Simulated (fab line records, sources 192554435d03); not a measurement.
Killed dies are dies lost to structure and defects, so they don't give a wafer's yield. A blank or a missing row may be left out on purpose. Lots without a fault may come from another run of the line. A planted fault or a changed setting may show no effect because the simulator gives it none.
Chamber matching | flow n5_finfet | N5_BEOL_M13_ETCH_68 on rie_diel-06: 4 sister chambers
The step etches SOC in N2/H2, time 355 s. 24 wafers are shown with their chamber, then 12 later ones without.

WAFERS WITH THEIR CHAMBER
wafer  | chamber | drypump_motor_current_A (A) | showerhead_plenum_p_Torr (Torr) | throttle_valve_pct (%)
L078.1 | 3       | 5.5                         | 2.52                            | 18.07
L078.4 | 2       | 6.5                         | 2.42                            | 17.58
L078.6 | 2       | 6.5                         | 2.42                            | 17.60
L080.1 | 1       | 5.6                         | 2.61                            | 18.25
L080.3 | 0       | 5.2                         | 2.48                            | 17.54
L080.5 | 0       | 5.2                         | 2.48                            | 17.55
L081.2 | 1       | 5.6                         | 2.61                            | 18.24
L081.5 | 2       | 6.4                         | 2.42                            | 17.59
L081.6 | 3       | 5.5                         | 2.52                            | 18.09
L085.2 | 1       | 5.6                         | 2.61                            | 18.23
L085.3 | 0       | 5.2                         | 2.48                            | 17.55
L085.4 | 2       | 6.4                         | 2.41                            | 17.60
L083.1 | 3       | 5.5                         | 2.51                            | 18.11
L083.2 | 0       | 5.2                         | 2.47                            | 17.59
L083.3 | 2       | 6.4                         | 2.41                            | 17.61
L083.4 | 2       | 6.5                         | 2.41                            | 17.61
L083.5 | 3       | 5.5                         | 2.51                            | 18.13
L083.6 | 0       | 5.2                         | 2.47                            | 17.58
L087.1 | 0       | 5.2                         | 2.47                            | 17.59
L087.2 | 2       | 6.5                         | 2.41                            | 17.63
L087.3 | 3       | 5.5                         | 2.51                            | 18.14
L087.4 | 0       | 5.2                         | 2.47                            | 17.59
L087.5 | 2       | 6.5                         | 2.41                            | 17.64
L087.6 | 3       | 5.5                         | 2.51                            | 18.11

SIGNATURES (means of the wafers above)
reading                  | chamber 0 | chamber 1 | chamber 2 | chamber 3 | scatter within a chamber
drypump_motor_current_A  | 5.200     | 5.600     | 6.463     | 5.500     | 0.0306
showerhead_plenum_p_Torr | 2.4743    | 2.6100    | 2.4138    | 2.5133    | 0.00496
throttle_valve_pct       | 17.5700   | 18.2400   | 17.6075   | 18.1083   | 0.0215
Rule: a wafer's distance from a chamber is the root of the sum, over the readings, of the square of ((its reading less the chamber's mean) divided by the reading's scatter). The wafer belongs to the nearest chamber; if the next one is less than 2 further off, it can't be placed. The scatter: the root of (the sum of the squares of (reading less its chamber's mean) over the shown wafers, divided by (wafers less chambers)).

WAFERS WITHOUT THEIR CHAMBER
wafer  | drypump_motor_current_A (A) | showerhead_plenum_p_Torr (Torr) | throttle_valve_pct (%)
L091.1 | 5.2                         | 2.47                            | 17.59
L091.3 | 5.6                         | 2.61                            | 17.79
L091.6 | 6.4                         | 2.40                            | 17.64
L094.1 | 5.2                         | 2.47                            | 17.60
L094.2 | 5.6                         | 2.61                            | 17.80
L094.3 | 6.5                         | 2.41                            | 17.65
L094.4 | 6.5                         | 2.40                            | 17.65
L094.5 | 5.6                         | 2.61                            | 17.79
L094.6 | 5.2                         | 2.47                            | 17.59
L097.1 | 5.6                         | 2.60                            | 17.78
L097.2 | 6.5                         | 2.40                            | 17.64
L097.5 | 5.2                         | 2.46                            | 17.60

WHICH CHAMBER EACH WENT THROUGH
wafer  | from the rows above     | in truth
L091.1 | 0                       | 0
L091.3 | 1                       | 1
L091.6 | 2                       | 2
L094.1 | 0                       | 0
L094.2 | 1                       | 1
L094.3 | 2                       | 2
L094.4 | 2                       | 2
L094.5 | 1                       | 1
L094.6 | 0                       | 0
L097.1 | can't be placed: 1 or 3 | 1
L097.2 | 2                       | 2
L097.5 | 0                       | 0
Placed correctly: 11 of 12. Can't be placed from these rows: 1 (the true chamber is among the candidates in 1). Placed wrongly: 0.
